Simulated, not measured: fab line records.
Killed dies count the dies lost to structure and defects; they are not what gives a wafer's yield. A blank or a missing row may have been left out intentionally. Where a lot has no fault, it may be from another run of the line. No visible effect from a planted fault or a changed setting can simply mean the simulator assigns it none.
Chamber matching | flow nand-harc | 4 sister chambers for NHARC_P_BONDPAD_CMP_32 on cmp-02
The step polishes SiCN, target thk 200 nm. 4 wafers are shown with their chamber, then 8 later ones without.

WAFERS, EACH WITH ITS CHAMBER
wafer  | chamber | motor-current-A (A)
L083.2 | 3       | 10.8
L089.4 | 2       | 13.3
L093.2 | 0       | 10.1
L094.1 | 1       | 11.7

WAFERS WITHOUT THEIR CHAMBER
wafer  | motor-current-A (A)
L094.2 | 10.3
L094.3 | 11.0
L095.2 | 13.8
L095.3 | 9.7
L097.2 | 12.4
L097.4 | 10.0
L096.2 | 13.4
L096.3 | 10.6

EACH ONE'S CHAMBER
wafer  | from the rows above          | in truth
L094.2 | can't be placed: 0 or 3      | 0
L094.3 | can't be placed: 3 or 1 or 0 | 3
L095.2 | 2                            | 2
L095.3 | can't be placed: 0 or 3      | 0
L097.2 | can't be placed: 1 or 2      | 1
L097.4 | can't be placed: 0 or 3      | 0
L096.2 | 2                            | 2
L096.3 | can't be placed: 3 or 0      | 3
Placed correctly: 2 of 8. From these rows, 6 cannot be placed; in 6 the true chamber is one of the candidates. Wrongly placed: 0.
How it was worked out, from the rows above alone: a wafer's distance from a chamber is the root of the sum, over the readings, of the square of ((its reading less the chamber's mean) divided by the reading's scatter). The wafer belongs to the nearest chamber; if the next one is less than 2 further off, it can't be placed. A chamber's mean is the mean of its shown wafers. The scatter: root of mean squared gap, hidden wafer to nearest shown wafer, with one shown wafer a chamber.
